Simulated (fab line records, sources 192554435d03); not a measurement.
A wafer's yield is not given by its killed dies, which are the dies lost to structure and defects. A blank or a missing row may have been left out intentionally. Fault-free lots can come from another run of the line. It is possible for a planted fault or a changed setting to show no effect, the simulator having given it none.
fab line records	flow n5Finfet
record lots=24	wafers=72	lastDay=17
route steps=1938 shown BEOL_M6@1247 BEOL_M7@1263
lots untouched by any fault: they come from a run of this same line in which no faults occurred
startH: hours from the record's first day to the start of the lot's first wafer shown	waitH: hours elapsed since this lot's preceding step	" as in the row above	L1.1+2: a single row standing in for several wafers	- either no value or no given start	* or withheld: withheld	< > ~ a bound
route shown NAME@n: NAME is a module with steps in the file, n the number in the route of the first one	usual: average and standard deviation across the fault-free wafers	same: alike in all rows	chamber/n: place in a boat	sites: readings site by site	_std_site: their standard deviation	_edge_site: the outer-site mean with the inner-site mean subtracted	radiusMm: for every site, how far away it sits from the centre of the wafer	mask NAME#n: copy n	behind: the most recent tool/chamber to have shaped the wafer	hold: the reason the lot was held/the length of the hold in hours/how it ended	device: the n, p or np transistor that did not switch	end of line: the tests these same wafers got at the end of their route	step lacking rows: just its recipe	killed: dies that structure and defects cost at the first sort, which is not the same as the wafer's yield	map: per-die view of a wafer (x killed, . not killed, _ where there is no die)
set.NAME: the setting the step ran with; set.NAME@STEP: the setting that earlier step ran with	model.NAME: the simulator's own value behind a step, which no gauge read
a sample of lots followed through the steps of the route, with each step as a table and each wafer as a row
services: the hour from which a tool's chamber was out of use, counted from the record's first day as startH (under 0 if before that day), plus the number of hours and why
## steps
# step N5_BEOL_M6_CD_MEAS_35
# recipe targetCdNm=40	targetCdYNm=28	polarity=opening
# usual cdNm=40.0/0.77
lot.wafer	tool	chamber	startH	waitH	cdNm
L074.3	cdSem-02	-	180.15	0.0	40.2
L074.4	"	-	"	"	40.1
L074.5	"	-	"	"	39.1
L075.1	cdSem-02	-	188.55	0.0	41.2
L075.2	"	-	"	"	39.8
L075.3	"	-	"	"	40.7
L076.2	cdSem-03	-	199.23	0.0	40.9
L076.3	"	-	"	"	39.9
L076.6	"	-	"	"	39.7
L077.1	cdSem-03	-	199.53	0.0	40.3
L077.3	"	-	"	"	38.6
L077.6	"	-	"	"	40.7
L078.1	cdSem-03	-	201.74	0.0	41.2
L078.5	"	-	"	"	40.6
L078.6	"	-	"	"	40.5
L079.3	cdSem-02	-	204.48	0.0	38.6
L079.4	"	-	"	"	40.8
L079.5	"	-	"	"	39.8
L080.2	cdSem-01	-	208.06	0.0	39.7
L080.4	"	-	"	"	39.9
L080.6	"	-	"	"	38.9
L081.2	cdSem-02	-	228.25	0.0	41.0
L081.3	"	-	"	"	40.6
L081.4	"	-	"	"	39.3
L082.2	cdSem-03	-	237.36	0.0	40.3
L082.3	"	-	"	"	40.3
L082.6	"	-	"	"	39.9
L084.1	cdSem-02	-	240.63	0.0	40.2
L084.3	"	-	"	"	41.1
L084.6	"	-	"	"	41.5
L085.2	cdSem-01	-	245.30	0.0	39.8
L085.3	"	-	"	"	38.9
L085.6	"	-	"	"	38.3
L083.1	cdSem-03	-	247.33	0.0	40.1
L083.4	"	-	"	"	40.9
L083.5	"	-	"	"	40.9
L088.1	cdSem-02	-	262.61	0.0	39.5
L088.4	"	-	"	"	40.7
L088.5	"	-	"	"	39.6
L086.1	cdSem-01	-	263.09	0.0	40.7
L086.3	"	-	"	"	40.2
L086.4	"	-	"	"	40.4
L087.1	cdSem-03	-	264.87	0.0	40.2
L087.2	"	-	"	"	40.0
L087.3	"	-	"	"	40.1
L089.2	cdSem-01	-	275.62	0.0	39.0
L089.5	"	-	"	"	39.3
L089.6	"	-	"	"	41.0
L090.2	cdSem-01	-	286.34	0.0	39.9
L090.3	"	-	"	"	40.6
L090.5	"	-	"	"	40.5
L091.1	cdSem-01	-	290.58	0.0	39.3
L091.3	"	-	"	"	40.2
L091.5	"	-	"	"	40.3
L092.2	cdSem-02	-	292.84	0.0	39.2
L092.4	"	-	"	"	39.6
L092.5	"	-	"	"	40.1
L093.3	cdSem-02	-	300.42	0.0	40.1
L093.5	"	-	"	"	39.8
L093.6	"	-	"	"	39.8
L094.2	cdSem-01	-	302.92	0.0	39.7
L094.4	"	-	"	"	39.3
L094.6	"	-	"	"	39.4
L095.1	cdSem-02	-	311.96	0.0	41.5
L095.2	"	-	"	"	40.1
L095.4	"	-	"	"	40.7
L096.1	cdSem-01	-	318.06	0.0	39.1
L096.5	"	-	"	"	38.8
L096.6	"	-	"	"	40.2
L097.2	cdSem-03	-	318.49	0.0	39.2
L097.5	"	-	"	"	40.0
L097.6	"	-	"	"	39.6
# step N5_BEOL_M6_ALD_77
# recipe material=TaN	targetThkA=20	tempC=275	aldPrecursorFamily=PDMAT	aldCoReactant=NH3	pressureTorr=3	carrierFlowSccm=1500	pulseTimeS=2	purgeTimeS=3	coReactantPurgeTimeS=2	coReactantPulseTimeS=3	aldCycles=40	precursorVesselTempC=75	precursorVesselPressureTorr=26.25	precursorVesselCarrierSccm=1000
# usual heaterPowerW=438/40
lot.wafer	tool	chamber	startH	waitH	heaterPowerW
L074.3	aldMetal-03	2	181.01	0.0	505
L074.4	"	1	"	"	522
L074.5	"	2	"	"	500
L075.1	aldMetal-03	3	189.03	0.1	435
L075.2	"	1	"	"	490
L075.3	"	2	"	"	498
L076.2	aldMetal-03	1	199.98	0.1	496
L076.3	"	0	"	"	400
L076.6	"	1	"	"	502
L077.1	aldMetal-03	3	200.51	0.1	435
L077.3	"	2	"	"	508
L077.6	"	0	"	"	412
L078.1	aldMetal-04	1	202.94	0.1	459
L078.5	"	2	"	"	393
L078.6	"	1	"	"	461
L079.3	aldMetal-02	2	206.01	0.0	400
L079.4	"	1	"	"	454
L079.5	"	2	"	"	403
L080.2	aldMetal-02	2	208.77	0.3	402
L080.4	"	1	"	"	457
L080.6	"	0	"	"	413
L081.2	aldMetal-04	3	229.07	0.2	431
L081.3	"	2	"	"	392
L081.4	"	0	"	"	398
L082.2	aldMetal-02	0	238.01	0.0	412
L082.3	"	3	"	"	395
L082.6	"	3	"	"	403
L084.1	aldMetal-04	3	241.94	0.0	416
L084.3	"	1	"	"	452
L084.6	"	2	"	"	396
L085.2	aldMetal-04	0	246.36	0.1	419
L085.3	"	1	"	"	451
L085.6	"	2	"	"	395
L083.1	aldMetal-02	3	248.09	0.0	399
L083.4	"	0	"	"	408
L083.5	"	2	"	"	387
L088.1	aldMetal-03	2	263.13	0.1	493
L088.4	"	2	"	"	486
L088.5	"	3	"	"	449
L086.1	aldMetal-03	2	264.26	0.1	487
L086.3	"	3	"	"	449
L086.4	"	0	"	"	405
L087.1	aldMetal-04	3	265.57	0.0	428
L087.2	"	2	"	"	384
L087.3	"	0	"	"	408
L089.2	aldMetal-03	1	276.12	0.1	508
L089.5	"	3	"	"	445
L089.6	"	0	"	"	396
L090.2	aldMetal-02	1	287.06	0.0	449
L090.3	"	0	"	"	412
L090.5	"	1	"	"	447
L091.1	aldMetal-02	2	291.41	0.0	400
L091.3	"	0	"	"	413
L091.5	"	1	"	"	436
L092.2	aldMetal-03	1	293.87	0.2	510
L092.4	"	0	"	"	403
L092.5	"	1	"	"	502
L093.3	aldMetal-03	2	302.71	0.0	486
L093.5	"	1	"	"	507
L093.6	"	2	"	"	495
L094.2	aldMetal-04	2	303.55	0.1	395
L094.4	"	0	"	"	414
L094.6	"	1	"	"	464
L095.1	aldMetal-03	1	312.57	0.0	502
L095.2	"	3	"	"	452
L095.4	"	2	"	"	503
L096.1	aldMetal-03	0	319.11	0.0	411
L096.5	"	0	"	"	396
L096.6	"	1	"	"	527
L097.2	aldMetal-03	2	319.51	0.0	491
L097.5	"	0	"	"	411
L097.6	"	3	"	"	446
# step N5_BEOL_M7_ILD_DEP_00
# recipe material=SiCOH_lowk	targetThkA=1797.5	tempC=300	precursor=DEMS/porogen	pressureTorr=5	rfW=500	timeS=33.4
# usual heaterPowerW=309/56	showerheadPlenumPTorr=5.741/0.02	throttleValvePct=14.2/0.73
lot.wafer	tool	chamber	startH	waitH	heaterPowerW	showerheadPlenumPTorr	throttleValvePct
L074.3	pecvd-03	2	182.54	0.0	291	5.721	14.2
L074.4	"	1	"	"	278	5.753	14.9
L074.5	"	2	"	"	297	5.740	14.4
L075.1	pecvd-02	0	191.40	0.0	339	5.718	14.1
L075.2	"	2	"	"	240	5.704	12.9
L075.3	"	1	"	"	384	5.742	14.8
L076.2	pecvd-02	0	202.07	0.0	345	5.728	14.1
L076.3	"	1	"	"	415	5.734	14.6
L076.6	"	0	"	"	340	5.739	13.9
L077.1	pecvd-02	1	202.30	0.0	408	5.745	14.8
L077.3	"	0	"	"	327	5.728	14.3
L077.6	"	1	"	"	407	5.718	14.7
L078.1	pecvd-01	0	204.55	0.0	359	5.772	15.2
L078.5	"	0	"	"	360	5.763	14.9
L078.6	"	1	"	"	293	5.770	13.8
L079.3	pecvd-01	1	207.91	0.0	310	5.756	13.7
L079.4	"	0	"	"	362	5.781	15.2
L079.5	"	2	"	"	227	5.756	14.5
L080.2	pecvd-01	1	210.51	0.0	322	5.765	13.6
L080.4	"	1	"	"	320	5.759	13.7
L080.6	"	2	"	"	273	5.742	14.4
L081.2	pecvd-01	2	231.39	0.0	256	5.753	14.5
L081.3	"	1	"	"	308	5.759	13.7
L081.4	"	1	"	"	300	5.760	13.8
L082.2	pecvd-03	1	241.87	0.0	263	5.758	15.0
L082.3	"	2	"	"	285	5.718	12.9
L082.6	"	0	"	"	345	5.737	13.9
L084.1	pecvd-03	1	243.40	0.0	221	5.767	15.0
L084.3	"	0	"	"	364	5.731	14.0
L084.6	"	2	"	"	266	5.729	12.9
L085.2	pecvd-01	2	248.38	0.0	257	5.747	14.6
L085.3	"	0	"	"	313	5.762	15.2
L085.6	"	0	"	"	320	5.775	15.2
L083.1	pecvd-01	2	250.03	0.0	291	5.767	14.5
L083.4	"	0	"	"	359	5.794	15.2
L083.5	"	1	"	"	294	5.751	13.6
L088.1	pecvd-02	2	265.01	0.0	211	5.709	12.9
L088.4	"	0	"	"	344	5.735	14.2
L088.5	"	0	"	"	352	5.727	14.5
L086.1	pecvd-02	0	266.22	0.0	354	5.736	14.2
L086.3	"	2	"	"	248	5.725	12.9
L086.4	"	0	"	"	361	5.740	14.0
L087.1	pecvd-02	0	267.09	0.0	317	5.738	14.3
L087.2	"	2	"	"	230	5.718	13.0
L087.3	"	0	"	"	338	5.713	14.3
L089.2	pecvd-01	0	277.62	0.0	384	5.780	15.1
L089.5	"	2	"	"	286	5.756	14.5
L089.6	"	1	"	"	280	5.758	13.6
L090.2	pecvd-01	1	288.55	0.0	302	5.763	13.7
L090.3	"	0	"	"	400	5.761	15.1
L090.5	"	2	"	"	273	5.739	14.4
L091.1	pecvd-02	2	293.39	0.0	260	5.714	13.2
L091.3	"	0	"	"	321	5.739	14.2
L091.5	"	1	"	"	402	5.725	14.8
L092.2	pecvd-03	1	295.49	0.0	236	5.754	15.2
L092.4	"	1	"	"	244	5.755	15.4
L092.5	"	0	"	"	364	5.733	13.9
L093.3	pecvd-02	2	304.33	0.0	209	5.704	13.2
L093.5	"	2	"	"	207	5.729	13.2
L093.6	"	1	"	"	391	5.724	14.9
L094.2	pecvd-02	1	305.65	0.0	391	5.738	14.7
L094.4	"	1	"	"	397	5.747	14.5
L094.6	"	2	"	"	252	5.719	12.9
L095.1	pecvd-03	1	314.12	0.0	269	5.760	14.8
L095.2	"	0	"	"	358	5.734	14.1
L095.4	"	0	"	"	347	5.740	13.9
L096.1	pecvd-03	1	320.93	0.0	234	5.740	15.0
L096.5	"	0	"	"	373	5.731	13.9
L096.6	"	1	"	"	245	5.768	14.9
L097.2	pecvd-03	1	321.20	0.0	261	5.744	15.1
L097.5	"	1	"	"	271	5.755	15.1
L097.6	"	0	"	"	372	5.738	14.0
# step N5_BEOL_M7_ETCH_72
# recipe chemistry=N2/H2	target=underlayer	targetDepthA=65	maskMaterial=CAR-EUV	timeS=5.2	ionEnergyEv=200	pressureMtorr=30	sourceW=840	biasW=150	n2FlowSccm=200	h2FlowSccm=200	ends=cleared
# usual drypumpMotorCurrentA=5.6/0.37	etchRfOnTimeS=5.25/0.19	oesProductAu=0.69/0.065	rfVppV=525.2/1.4	showerheadPlenumPTorr=2.58/0.042	throttleValvePct=17.59/0.27
lot.wafer	tool	chamber	startH	waitH	drypumpMotorCurrentA	etchRfOnTimeS	oesProductAu	rfHoursCounterH	rfVppV	showerheadPlenumPTorr	throttleValvePct
L074.3	rieDiel-05	1	185.84	0.0	5.6	5.26	0.73	45	524.8	2.59	17.70
L074.4	"	2	"	"	5.7	5.25	0.78	25	526.8	2.58	17.49
L074.5	"	2	"	"	5.7	5.28	0.77	-	525.6	2.58	17.49
L075.1	rieDiel-01	3	196.59	0.0	6.2	5.14	0.79	8	522.7	2.51	17.55
L075.2	"	2	"	"	5.8	5.04	0.75	45	523.3	2.48	17.91
L075.3	"	1	"	"	5.7	5.42	0.70	65	527.2	2.69	17.95
L076.2	rieDiel-04	1	205.37	0.0	4.9	5.05	0.64	172	524.4	2.66	17.75
L076.3	"	2	"	"	6.0	5.00	0.84	4	524.3	2.59	17.75
L076.6	"	2	"	"	5.9	5.04	0.84	-	526.6	2.59	17.73
L077.1	rieDiel-05	1	206.06	0.0	5.6	5.33	0.71	51	525.8	2.58	17.71
L077.3	"	0	"	"	5.0	5.02	0.62	221	527.0	2.62	17.80
L077.6	"	2	"	"	5.7	5.38	0.76	-	523.7	2.58	17.48
L078.1	rieDiel-05	1	209.27	0.0	5.6	5.25	0.73	53	524.1	2.58	17.69
L078.5	"	3	"	"	5.8	5.54	0.75	-	525.6	2.58	17.04
L078.6	"	2	"	"	5.7	5.26	0.76	-	524.3	2.58	17.50
L079.3	rieDiel-05	0	214.19	0.0	5.0	5.05	0.61	225	526.3	2.62	17.82
L079.4	"	3	"	"	5.8	5.66	0.74	14	524.9	2.58	17.06
L079.5	"	2	"	"	5.7	5.35	0.75	-	525.7	2.58	17.51
L080.2	rieDiel-05	0	215.86	0.0	5.0	5.04	0.60	226	526.9	2.62	17.81
L080.4	"	3	"	"	5.8	5.60	0.74	15	525.6	2.58	17.04
L080.6	"	3	"	"	5.7	5.66	0.74	-	524.4	2.58	17.05
L081.2	rieDiel-05	3	238.14	0.0	5.8	5.62	0.72	22	523.9	2.58	17.05
L081.3	"	1	"	"	5.6	5.32	0.72	63	525.0	2.58	17.72
L081.4	"	2	"	"	5.7	5.35	0.74	42	524.4	2.57	17.50
L082.2	rieDiel-05	2	244.97	0.0	5.7	5.33	0.74	44	525.9	2.57	17.52
L082.3	"	0	"	"	5.0	4.98	0.60	234	525.8	2.61	17.83
L082.6	"	2	"	"	5.7	5.33	0.75	-	524.4	2.57	17.50
L084.1	rieDiel-05	2	250.14	0.0	5.7	5.36	0.75	46	527.7	2.57	17.50
L084.3	"	1	"	"	5.6	5.33	0.70	66	524.7	2.58	17.72
L084.6	"	0	"	"	5.0	5.06	0.60	-	524.5	2.61	17.81
L085.2	rieDiel-05	0	251.22	0.0	5.0	5.07	0.60	236	526.5	2.61	17.83
L085.3	"	1	"	"	5.6	5.40	0.70	67	524.7	2.58	17.74
L085.6	"	1	"	"	5.6	5.34	0.71	-	526.9	2.58	17.71
L083.1	rieDiel-04	1	257.02	0.0	5.0	5.14	0.62	191	524.5	2.65	17.78
L083.4	"	0	"	"	5.5	5.31	0.61	197	524.8	2.62	17.75
L083.5	"	0	"	"	5.4	5.30	0.61	-	526.3	2.62	17.79
L088.1	rieDiel-04	1	269.97	0.0	5.0	5.07	0.63	195	525.2	2.65	17.80
L088.4	"	3	"	"	6.1	5.10	0.66	139	523.3	2.52	17.26
L088.5	"	2	"	"	6.0	5.07	0.78	-	524.1	2.58	17.76
L086.1	rieDiel-04	2	271.61	0.0	6.0	5.03	0.78	28	524.9	2.58	17.79
L086.3	"	1	"	"	5.0	5.03	0.62	196	524.2	2.65	17.79
L086.4	"	3	"	"	6.1	5.04	0.68	140	525.2	2.52	17.23
L087.1	rieDiel-01	0	273.63	0.0	5.6	5.20	0.78	7	521.9	2.48	17.35
L087.2	"	1	"	"	5.7	5.44	0.68	87	527.0	2.68	17.96
L087.3	"	2	"	"	5.8	5.06	0.73	64	521.7	2.47	17.92
L089.2	rieDiel-05	1	282.02	0.0	5.6	5.30	0.70	72	525.1	2.58	17.74
L089.5	"	3	"	"	5.8	5.58	0.70	-	527.2	2.57	17.07
L089.6	"	2	"	"	5.7	5.33	0.73	-	525.2	2.57	17.52
L090.2	rieDiel-04	0	291.80	0.0	5.4	5.36	0.60	210	526.4	2.61	17.79
L090.3	"	1	"	"	4.9	5.06	0.61	204	525.9	2.65	17.78
L090.5	"	3	"	"	6.1	4.99	0.66	-	523.1	2.52	17.29
L091.1	rieDiel-05	1	298.02	0.0	5.6	5.27	0.70	76	524.0	2.57	17.75
L091.3	"	0	"	"	5.0	5.05	0.59	244	524.1	2.61	17.85
L091.5	"	1	"	"	5.6	5.29	0.70	-	525.8	2.57	17.80
L092.2	rieDiel-04	2	302.04	0.0	6.0	5.07	0.76	39	525.8	2.57	17.79
L092.4	"	0	"	"	5.4	5.32	0.61	212	526.5	2.61	17.78
L092.5	"	0	"	"	5.4	5.34	0.61	-	525.5	2.61	17.79
L093.3	rieDiel-05	3	311.61	0.0	5.8	5.63	0.70	39	523.9	2.57	17.08
L093.5	"	3	"	"	5.8	5.57	0.71	-	525.3	2.57	17.09
L093.6	"	2	"	"	5.7	5.37	0.72	-	525.7	2.57	17.52
L094.2	rieDiel-04	0	311.96	0.0	5.4	5.32	0.59	215	525.9	2.61	17.79
L094.4	"	1	"	"	5.0	4.98	0.61	209	527.2	2.64	17.81
L094.6	"	2	"	"	6.0	5.03	0.77	-	525.4	2.57	17.80
L095.1	rieDiel-04	1	317.48	0.0	4.9	5.07	0.61	211	525.0	2.64	17.83
L095.2	"	3	"	"	6.1	5.10	0.65	155	522.7	2.52	17.31
L095.4	"	0	"	"	5.4	5.40	0.59	217	526.0	2.61	17.81
L097.2	rieDiel-04	3	325.91	0.0	6.1	5.00	0.67	157	521.7	2.51	17.28
L097.5	"	0	"	"	5.4	5.27	0.60	-	523.7	2.61	17.82
L097.6	"	3	"	"	6.1	5.01	0.67	-	525.0	2.51	17.28
L096.1	rieDiel-05	2	326.29	0.0	5.7	5.38	0.71	65	524.7	2.56	17.56
L096.5	"	3	"	"	5.8	5.57	0.69	-	524.9	2.57	17.10
L096.6	"	1	"	"	5.6	5.36	0.68	-	525.8	2.57	17.77
# step N5_BEOL_M7_ETCH_41
# recipe chemistry=CH3F/O2	target=SiCN	targetDepthA=319	taperDeg=2	timeS=57.8	ionEnergyEv=120	maskMaterial=TiN	pressureMtorr=30	sourceW=395	biasW=75	Ar_flow_sccm=150	CH3F_flow_sccm=30	O2_flow_sccm=20
# usual drypumpMotorCurrentA=5.6/0.36	mfcArSccm=150.1/0.51	oesProductAu=0.81/0.078	rfVppV=298.1/0.98	showerheadPlenumPTorr=2.040/0.027	throttleValvePct=16.15/0.19
lot.wafer	tool	chamber	startH	waitH	drypumpMotorCurrentA	mfcArSccm	oesProductAu	rfHoursCounterH	rfVppV	showerheadPlenumPTorr	throttleValvePct
L074.3	rieDiel-05	1	-	-	5.6	150.1	0.86	45	297.5	2.055	16.21
L074.4	"	2	"	"	5.6	150.0	0.92	25	298.5	2.028	15.93
L074.5	"	2	"	"	5.6	149.6	0.92	-	297.3	2.028	15.95
L075.1	rieDiel-01	3	-	-	6.2	149.7	0.93	8	294.8	1.981	15.98
L075.2	"	2	"	"	5.8	150.1	0.88	45	295.3	1.963	16.45
L075.3	"	1	"	"	5.7	150.4	0.84	65	298.6	2.105	16.24
L076.2	rieDiel-04	1	-	-	5.0	149.4	0.74	173	299.4	2.049	16.04
L076.3	"	2	"	"	6.0	150.2	0.97	4	297.2	2.036	16.25
L076.6	"	2	"	"	6.0	149.7	0.98	-	299.2	2.036	16.24
L077.1	rieDiel-05	1	-	-	5.6	149.6	0.85	51	298.2	2.053	16.23
L077.3	"	0	"	"	5.0	150.2	0.70	221	299.3	2.075	16.33
L077.6	"	2	"	"	5.7	150.4	0.89	-	297.8	2.027	15.97
L078.1	rieDiel-05	1	-	-	5.6	150.0	0.85	53	297.0	2.053	16.23
L078.5	"	3	"	"	5.8	150.7	0.89	-	297.7	2.070	15.81
L078.6	"	2	"	"	5.7	148.9	0.90	-	299.3	2.026	15.98
L079.3	rieDiel-05	0	-	-	5.0	150.9	0.70	225	297.9	2.073	16.32
L079.4	"	3	"	"	5.8	150.3	0.88	14	298.3	2.069	15.83
L079.5	"	2	"	"	5.7	150.0	0.89	-	298.7	2.025	15.96
L080.2	rieDiel-05	0	-	-	5.0	149.0	0.70	226	298.2	2.072	16.33
L080.4	"	3	"	"	5.8	150.1	0.87	15	298.5	2.069	15.84
L080.6	"	3	"	"	5.8	150.2	0.87	-	297.0	2.069	15.83
L081.2	rieDiel-05	3	-	-	5.8	149.6	0.86	22	296.9	2.067	15.84
L081.3	"	1	"	"	5.6	149.5	0.83	63	299.2	2.049	16.26
L081.4	"	2	"	"	5.7	149.8	0.88	42	298.8	2.022	15.97
L082.2	rieDiel-05	2	-	-	5.7	149.3	0.88	44	298.2	2.022	15.99
L082.3	"	0	"	"	5.0	150.7	0.70	235	297.5	2.070	16.35
L082.6	"	2	"	"	5.7	149.4	0.88	-	298.2	2.022	15.99
L084.1	rieDiel-05	2	-	-	5.7	150.8	0.87	46	298.5	2.021	15.99
L084.3	"	1	"	"	5.6	149.7	0.83	67	297.8	2.048	16.26
L084.6	"	0	"	"	5.0	149.9	0.69	-	299.0	2.069	16.33
L085.2	rieDiel-05	0	-	-	5.0	149.6	0.70	236	298.6	2.069	16.35
L085.3	"	1	"	"	5.6	150.1	0.83	67	297.1	2.049	16.26
L085.6	"	1	"	"	5.6	150.5	0.83	-	297.0	2.048	16.26
L083.1	rieDiel-04	1	-	-	5.0	150.0	0.73	191	298.5	2.043	16.06
L083.4	"	0	"	"	5.5	150.6	0.72	197	299.7	2.063	16.40
L083.5	"	0	"	"	5.4	151.2	0.73	-	298.4	2.063	16.41
L088.1	rieDiel-04	1	-	-	5.0	150.1	0.73	195	299.5	2.042	16.06
L088.4	"	3	"	"	6.1	150.0	0.79	139	297.4	2.025	16.05
L088.5	"	2	"	"	6.0	149.9	0.91	-	297.5	2.028	16.28
L086.1	rieDiel-04	2	-	-	6.0	150.7	0.90	28	297.5	2.029	16.29
L086.3	"	1	"	"	4.9	150.3	0.73	196	298.1	2.041	16.05
L086.4	"	3	"	"	6.1	150.8	0.79	140	296.8	2.024	16.05
L087.1	rieDiel-01	0	-	-	5.6	150.2	0.93	8	297.1	1.964	16.03
L087.2	"	1	"	"	5.7	150.2	0.81	87	298.2	2.097	16.30
L087.3	"	2	"	"	5.8	149.4	0.85	64	298.2	1.957	16.46
L089.2	rieDiel-05	1	-	-	5.6	149.6	0.82	72	298.8	2.046	16.27
L089.5	"	3	"	"	5.8	149.6	0.85	-	298.7	2.064	15.85
L089.6	"	2	"	"	5.7	149.6	0.87	-	299.9	2.019	16.02
L090.2	rieDiel-04	0	-	-	5.4	150.3	0.72	210	298.0	2.059	16.40
L090.3	"	1	"	"	5.0	149.3	0.72	204	297.4	2.038	16.08
L090.5	"	3	"	"	6.1	151.2	0.78	-	297.4	2.022	16.06
L091.1	rieDiel-05	1	-	-	5.6	150.1	0.83	76	296.6	2.045	16.27
L091.3	"	0	"	"	5.0	150.1	0.69	244	298.9	2.066	16.36
L091.5	"	1	"	"	5.6	149.5	0.82	-	298.9	2.045	16.28
L092.2	rieDiel-04	2	-	-	6.0	151.0	0.89	39	298.1	2.025	16.32
L092.4	"	0	"	"	5.4	151.0	0.70	212	301.2	2.058	16.43
L092.5	"	0	"	"	5.4	151.0	0.70	-	298.3	2.058	16.42
L093.3	rieDiel-05	3	-	-	5.8	150.4	0.83	39	298.3	2.061	15.88
L093.5	"	3	"	"	5.8	149.6	0.83	-	299.0	2.061	15.87
L093.6	"	2	"	"	5.6	149.2	0.85	-	297.7	2.017	16.01
L094.2	rieDiel-04	0	-	-	5.4	150.0	0.71	215	299.2	2.056	16.40
L094.4	"	1	"	"	4.9	150.5	0.73	209	299.8	2.037	16.10
L094.6	"	2	"	"	6.0	149.6	0.88	-	298.5	2.024	16.33
L095.1	rieDiel-04	1	-	-	4.9	149.9	0.72	211	298.6	2.036	16.09
L095.2	"	3	"	"	6.1	150.4	0.78	155	296.0	2.019	16.09
L095.4	"	0	"	"	5.4	149.4	0.70	218	298.8	2.056	16.42
L097.2	rieDiel-04	3	-	-	6.1	150.4	0.77	158	296.7	2.018	16.10
L097.5	"	0	"	"	5.4	150.1	0.71	-	298.4	2.055	16.43
L097.6	"	3	"	"	6.1	150.1	0.77	-	297.5	2.018	16.09
L096.1	rieDiel-05	2	-	-	5.7	150.4	0.84	65	298.1	2.015	16.03
L096.5	"	3	"	"	5.8	149.9	0.82	-	297.9	2.059	15.89
L096.6	"	1	"	"	5.6	150.2	0.81	-	296.9	2.041	16.30
# step N5_BEOL_M7_DEGAS_44
# recipe ambient=vacuum	tempC=250	timeS=60
# usual heaterPowerW=333/17
lot.wafer	tool	chamber	startH	waitH	heaterPowerW
L074.3	pvdSputter-03	-	186.80	0.2	339
L074.4	"	-	"	"	312
L074.5	"	-	"	"	313
L075.1	pvdSputter-02	-	197.60	0.4	297
L075.2	"	-	"	"	348
L075.3	"	-	"	"	330
L076.2	pvdSputter-03	-	206.59	0.5	343
L076.3	"	-	"	"	331
L076.6	"	-	"	"	308
L077.1	pvdSputter-02	-	207.13	0.4	349
L077.3	"	-	"	"	304
L077.6	"	-	"	"	346
L078.1	pvdSputter-02	-	210.20	0.3	331
L078.5	"	-	"	"	337
L078.6	"	-	"	"	300
L079.3	pvdSputter-02	-	215.48	0.5	354
L079.4	"	-	"	"	299
L079.5	"	-	"	"	354
L080.2	pvdSputter-03	-	217.21	0.6	310
L080.4	"	-	"	"	339
L080.6	"	-	"	"	333
L081.2	pvdSputter-02	-	239.35	0.4	306
L081.3	"	-	"	"	351
L081.4	"	-	"	"	329
L082.2	pvdSputter-03	-	246.28	0.6	329
L082.3	"	-	"	"	331
L082.6	"	-	"	"	354
L084.1	pvdSputter-03	-	251.49	0.7	313
L084.3	"	-	"	"	359
L084.6	"	-	"	"	302
L085.2	pvdSputter-02	-	254.05	2.1	304
L085.3	"	-	"	"	332
L085.6	"	-	"	"	332
L083.1	pvdSputter-01	-	258.23	0.6	320
L083.4	"	-	"	"	320
L083.5	"	-	"	"	329
L088.1	pvdSputter-03	-	272.73	2.1	332
L088.4	"	-	"	"	314
L088.5	"	-	"	"	340
L086.1	pvdSputter-02	-	273.01	0.8	303
L086.3	"	-	"	"	341
L086.4	"	-	"	"	325
L087.1	pvdSputter-02	-	274.91	0.6	343
L087.2	"	-	"	"	325
L087.3	"	-	"	"	346
L089.2	pvdSputter-03	-	283.03	0.3	333
L089.5	"	-	"	"	333
L089.6	"	-	"	"	347
L090.2	pvdSputter-03	-	293.53	1.0	348
L090.3	"	-	"	"	355
L090.5	"	-	"	"	356
L091.1	pvdSputter-01	-	299.35	0.6	331
L091.3	"	-	"	"	330
L091.5	"	-	"	"	318
L092.2	pvdSputter-03	-	303.23	0.5	355
L092.4	"	-	"	"	309
L092.5	"	-	"	"	354
L093.3	pvdSputter-02	-	312.95	0.4	337
L093.5	"	-	"	"	351
L093.6	"	-	"	"	329
L094.2	pvdSputter-02	-	313.19	0.5	351
L094.4	"	-	"	"	342
L094.6	"	-	"	"	329
L095.1	pvdSputter-02	-	318.89	0.7	302
L095.2	"	-	"	"	354
L095.4	"	-	"	"	336
L097.2	pvdSputter-03	-	326.92	0.3	333
L097.5	"	-	"	"	339
L097.6	"	-	"	"	350
L096.1	pvdSputter-02	-	327.26	0.3	335
L096.5	"	-	"	"	352
L096.6	"	-	"	"	305
## services
tool	chamber	startH	hours	kind
pecvd-03	-	169.69	2.8	pm
aldMetal-03	0	172.35	26.0	repair
rieDiel-04	1	173.36	6.0	repair
pecvd-01	-	186.49	2.8	pm
aldMetal-02	-	199.16	4.3	pm
rieDiel-05	-	200.69	1.2	repair
rieDiel-04	3	204.29	12.3	repair
rieDiel-01	-	205.20	14.6	pm
aldMetal-02	3	207.40	16.6	repair
aldMetal-04	1	211.18	24.9	repair
rieDiel-05	0	231.27	1.3	repair
rieDiel-01	2	241.99	4.6	repair
aldMetal-03	0	251.81	3.2	repair
aldMetal-03	1	254.75	14.2	repair
pecvd-02	1	261.67	13.0	repair
pecvd-03	-	262.39	14.6	pm
pecvd-01	-	271.15	6.0	pm
rieDiel-01	2	279.08	5.3	repair
aldMetal-02	0	281.92	4.4	repair
pecvd-03	0	282.40	9.6	repair
rieDiel-05	0	301.90	5.6	repair
aldMetal-04	-	304.74	6.0	pm
pecvd-03	2	311.14	10.7	repair
aldMetal-02	-	316.93	28.1	pm
## key
fault none
